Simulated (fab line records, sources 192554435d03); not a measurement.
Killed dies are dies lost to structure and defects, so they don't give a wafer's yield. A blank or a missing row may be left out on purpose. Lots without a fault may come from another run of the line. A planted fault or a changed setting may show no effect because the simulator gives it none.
Which tool did it? | flow n5_finfet | 13 lots, 37 wafers sampled, at 2 steps of a route of 1938

WHAT THE GAUGES READ, wafer by wafer
N5_BEOL_M5_INSPECT_58: inspects for defects (darkfield).
lot  | measured     | on                | raw_defect_count
L659 | day 8 22:19  | defect_inspect-02 | 60 86 46
L660 | day 9 04:44  | defect_inspect-02 | 46 55 64
L661 | day 9 16:38  | defect_inspect-02 | 56 70 102
L662 | day 9 16:54  | defect_inspect-01 | 67 69 75
L663 | day 9 17:17  | defect_inspect-01 | 49 50
L665 | day 10 08:07 | defect_inspect-02 | 66 114
L668 | day 11 01:16 | defect_inspect-02 | 51 74 52
L667 | day 11 03:09 | defect_inspect-01 | 31 45 29
L669 | day 11 17:14 | defect_inspect-02 | 103 97 85
L674 | day 12 16:14 | defect_inspect-02 | 102 83 83
L675 | day 12 18:52 | defect_inspect-01 | 67 53 78
L680 | day 14 10:32 | defect_inspect-02 | 70 37 77
L679 | day 14 13:00 | defect_inspect-02 | 52 69 42

WHICH TOOL RAN EACH LOT (tool, then ch and the chambers of the sampled wafers, then the start)
lot  | N5_BEOL_M5_SPUTTER_83
L659 | pvd_sputter-02, day 8 18:59
L660 | pvd_sputter-02, day 9 01:27
L661 | pvd_sputter-02, day 9 13:22
L662 | pvd_sputter-01, day 9 13:28
L663 | pvd_sputter-03, day 9 13:45
L665 | pvd_sputter-03, day 10 04:51
L668 | pvd_sputter-02, day 10 21:30
L667 | pvd_sputter-03, day 10 23:35
L669 | pvd_sputter-02, day 11 13:59
L674 | pvd_sputter-02, day 12 12:55
L675 | pvd_sputter-03, day 12 15:06
L680 | pvd_sputter-01, day 14 05:11
L679 | pvd_sputter-02, day 14 09:01
- N5_BEOL_M5_SPUTTER_83: material Cu, target thk 15 nm, time 27.62 s.

WHAT THE TOOLS THEMSELVES READ (means of the sampled wafers that have a number; where no wafer has one, the mark that the record gives instead)
N5_BEOL_M5_SPUTTER_83.
lot  | tool           | throttle_valve_pct (%)
L659 | pvd_sputter-02 | 29.7
L660 | pvd_sputter-02 | 30.3
L661 | pvd_sputter-02 | 29.9
L662 | pvd_sputter-01 | 30.5
L663 | pvd_sputter-03 | 30.4
L665 | pvd_sputter-03 | 30.1
L668 | pvd_sputter-02 | 29.9
L667 | pvd_sputter-03 | 30.2
L669 | pvd_sputter-02 | 28.8
L674 | pvd_sputter-02 | 30.2
L675 | pvd_sputter-03 | 30.4
L680 | pvd_sputter-01 | 30.7
L679 | pvd_sputter-02 | 30.9

THE ANSWER, worked out from the rows above alone
Rule: what is usual is taken from the lots themselves. Put in order of their means at a reading, lots are off if they are a third of the lots or fewer, leave a main group of 4 or more, and stand apart from it by a gap of 3 or more times the standard deviation of the main group's means; of several such gaps the widest counts. A main group whose means are all the same, to the digits that the tables above print for the reading, isn't used. A lot without any number at a reading at which 4 lots or more have one is off too. The other lots that the step has rows for count as sound. The gauges are gone through in route order, then the tools' own readings, and for those a lot's mean is taken as printed above. The first step at which some lot is off is used, and at that step the reading that is off furthest; a lot without a number counts as furthest.
No lot is off at any reading shown: from this, nothing can be told.

WHAT THE SIMULATOR HAD PUT IN
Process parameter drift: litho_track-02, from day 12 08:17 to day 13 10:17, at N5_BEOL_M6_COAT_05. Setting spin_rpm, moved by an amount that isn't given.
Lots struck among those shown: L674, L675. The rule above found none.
